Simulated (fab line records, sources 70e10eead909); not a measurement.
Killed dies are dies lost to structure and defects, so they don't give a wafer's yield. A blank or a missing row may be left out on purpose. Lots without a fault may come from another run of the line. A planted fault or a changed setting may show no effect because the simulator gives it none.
Chamber matching | flow nand_harc | NHARC_P_GATE_DESCUM_93 on rie_diel-04: 4 sister chambers
The step chemistry O2, time 3 s. 14 wafers are shown with their chamber, then 7 later ones without.

WAFERS WITH THEIR CHAMBER
wafer  | chamber | drypump_motor_current_A (A) | rf_vpp_V (V) | oes_product_au (a.u.)
L074.3 | 1       | 6.0                         | 57.9         | 1.002
L074.4 | 2       | 5.8                         | 57.3         | 0.996
L074.6 | 0       | 5.4                         | 56.4         | 0.996
L076.1 | 3       | 5.4                         | 56.7         | 1.008
L076.4 | 2       | 5.8                         | 56.1         | 0.994
L076.5 | 1       | 6.0                         | 59.2         | 1.014
L077.3 | 1       | 6.0                         | 58.6         | 1.003
L077.5 | 2       | 5.8                         | 56.9         | 0.996
L077.6 | 3       | 5.4                         | 57.1         | 0.999
L078.1 | 0       | 5.4                         | 59.0         | 1.013
L078.3 | 1       | 6.1                         | 57.9         | 1.007
L078.4 | 2       | 5.8                         | 56.9         | 1.004
L079.1 | 2       | 5.8                         | 57.2         | 0.995
L079.5 | 1       | 6.0                         | 57.7         | 1.007

SIGNATURES (means of the wafers above)
reading                 | chamber 0 | chamber 1 | chamber 2 | chamber 3 | scatter within a chamber
drypump_motor_current_A | 5.400     | 6.020     | 5.800     | 5.400     | 0.0283
rf_vpp_V                | 57.700    | 58.260    | 56.880    | 56.900    | 0.769
oes_product_au          | 1.00450   | 1.00660   | 0.99700   | 1.00350   | 0.00582
Rule: a wafer's distance from a chamber is the root of the sum, over the readings, of the square of ((its reading less the chamber's mean) divided by the reading's scatter). The wafer belongs to the nearest chamber; if the next one is less than 2 further off, it can't be placed. The scatter: the root of (the sum of the squares of (reading less its chamber's mean) over the shown wafers, divided by (wafers less chambers)).

WAFERS WITHOUT THEIR CHAMBER
wafer  | drypump_motor_current_A (A) | rf_vpp_V (V) | oes_product_au (a.u.)
L079.6 | 5.4                         | 58.5         | 0.997
L082.1 | 6.0                         | 58.6         | 0.990
L082.3 | 5.4                         | 57.8         | 0.980
L082.4 | 5.8                         | 57.8         | 0.994
L094.2 | 5.4                         | 58.5         | 0.999
L094.3 | 5.8                         | 57.0         | 0.995
L094.4 | 5.4                         | 58.9         | 0.988

WHICH CHAMBER EACH WENT THROUGH
wafer  | from the rows above     | in truth
L079.6 | can't be placed: 0 or 3 | 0
L082.1 | 1                       | 1
L082.3 | can't be placed: 3 or 0 | 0
L082.4 | 2                       | 2
L094.2 | can't be placed: 0 or 3 | 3
L094.3 | 2                       | 2
L094.4 | can't be placed: 0 or 3 | 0
Placed correctly: 3 of 7. Can't be placed from these rows: 4 (the true chamber is among the candidates in 4). Placed wrongly: 0.
